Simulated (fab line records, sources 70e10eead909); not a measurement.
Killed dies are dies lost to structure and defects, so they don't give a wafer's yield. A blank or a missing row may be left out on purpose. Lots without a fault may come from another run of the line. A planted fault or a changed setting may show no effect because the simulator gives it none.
Which tool did it? | flow nand_harc | 6 lots, 18 wafers sampled, at 4 steps of a route of 1159

WHAT THE GAUGES READ, wafer by wafer
NHARC_END_SORT_01.
lot | measured | on | killed_at_array

WHICH TOOL RAN EACH LOT (tool, then ch and the chambers of the sampled wafers, then the start)
lot  | NHARC_A_STAIRCASE_ETCHBACK_422     | NHARC_A_STAIRCASE_STRIP_475                   | NHARC_A_SGD_CUT_ETCH_16
L390 | rie_diel-12 ch 0,2, day 13 21:26   | rie_diel-06 ch 0,3, day 14 00:30 or earlier   | rie_diel-13 ch 0,2, day 14 00:30
L393 | rie_diel-12 ch 2,3, day 14 11:57   | rie_diel-08 ch 1,2,3, day 14 14:55 or earlier | rie_diel-01 ch 1,2,3, day 14 14:55
L396 | rie_diel-06 ch 0,3, day 14 19:07   | rie_diel-08 ch 0,2,3, day 14 22:11 or earlier | rie_diel-01 ch 0,1, day 14 22:11
L398 | rie_diel-08 ch 1,3, day 15 08:36   | rie_diel-08 ch 0,2,3, day 15 11:38 or earlier | rie_diel-13 ch 0,1,3, day 15 11:38
L400 | rie_diel-08 ch 0,1,3, day 16 08:07 | rie_diel-08 ch 1,2, day 16 10:47 or earlier   | rie_diel-13 ch 0,1,3, day 16 10:47
L412 | rie_diel-12 ch 0,2,3, day 19 14:33 | rie_diel-06 ch 0,1,3, day 19 17:31 or earlier | rie_diel-01 ch 0,2,3, day 19 17:31
- NHARC_A_STAIRCASE_ETCHBACK_422: etches the open film in CH3F/O2, target depth 40 nm, time 74.286 s.
- NHARC_A_STAIRCASE_STRIP_475: strips in O2, time 20 s.
- NHARC_A_SGD_CUT_ETCH_16: etches the open film in C4F8/O2/Ar, target depth 310.5 nm, time 155.2 s.

THE ANSWER, worked out from the rows above alone
Rule: what is usual is taken from the lots themselves. Put in order of their means at a reading, lots are off if they are a third of the lots or fewer, leave a main group of 4 or more, and stand apart from it by a gap of 3 or more times the standard deviation of the main group's means; of several such gaps the widest counts. A main group whose means are all the same, to the digits that the tables above print for the reading, isn't used. A lot without any number at a reading at which 4 lots or more have one is off too. The other lots that the step has rows for count as sound.
No lot is off at any reading shown: from this, nothing can be told.

WHAT THE SIMULATOR HAD PUT IN
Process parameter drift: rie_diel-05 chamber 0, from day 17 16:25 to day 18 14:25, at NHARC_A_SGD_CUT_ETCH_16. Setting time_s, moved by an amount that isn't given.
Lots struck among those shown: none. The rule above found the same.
